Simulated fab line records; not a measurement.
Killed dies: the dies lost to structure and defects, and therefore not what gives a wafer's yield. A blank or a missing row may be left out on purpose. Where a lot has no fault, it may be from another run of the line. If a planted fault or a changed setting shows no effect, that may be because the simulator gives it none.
Chamber matching -- flow nand_harc -- NHARC_A_STAIRCASE_CMP_152 on cmp-01 has 4 sister chambers
The step polishes. 18 wafers are shown with their chamber, then 9 later ones without.

== EACH WAFER AND ITS CHAMBER ==
wafer,chamber,motor_current_A (A)
L078.1,0,11.6
L078.2,3,12.8
L078.4,2,10.9
L080.3,3,12.1
L080.4,0,11.9
L080.5,0,11.7
L081.1,2,10.7
L081.3,1,10.5
L081.5,0,11.5
L082.1,0,12.1
L082.4,2,10.9
L082.5,3,11.8
L083.2,1,10.9
L083.3,2,10.9
L083.4,3,12.0
L085.1,1,10.3
L085.2,2,11.3
L085.4,0,12.1

SIGNATURES (averages over the wafers above)
reading,chamber 0,chamber 1,chamber 2,chamber 3,scatter within a chamber
motor_current_A,11.817,10.567,10.940,12.175,0.302
Rule: a wafer's distance from a chamber is the root of the sum, over the readings, of the square of ((its reading less the chamber's mean) divided by the reading's scatter). The wafer belongs to the nearest chamber; if the next one is less than 2 further off, it can't be placed. The scatter: the root of (the sum of the squares of (reading less its chamber's mean) over the shown wafers, divided by (wafers less chambers)).

== WAFERS MISSING THEIR CHAMBER ==
wafer,motor_current_A (A)
L088.4,12.4
L088.5,10.3
L088.6,10.8
L094.2,11.9
L094.3,12.3
L094.5,12.2
L096.2,12.2
L096.4,10.9
L096.5,12.1

== WHICH CHAMBER EACH WENT THROUGH ==
wafer,from the rows above,in truth
L088.4,can't be placed: 3 or 0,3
L088.5,can't be placed: 1 or 2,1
L088.6,can't be placed: 2 or 1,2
L094.2,can't be placed: 0 or 3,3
L094.3,can't be placed: 3 or 0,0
L094.5,can't be placed: 3 or 0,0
L096.2,can't be placed: 3 or 0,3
L096.4,can't be placed: 2 or 1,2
L096.5,can't be placed: 3 or 0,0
0 of 9 placed correctly. Can't be placed from these rows: 9 (the true chamber is among the candidates in 9). 0 placed wrongly.
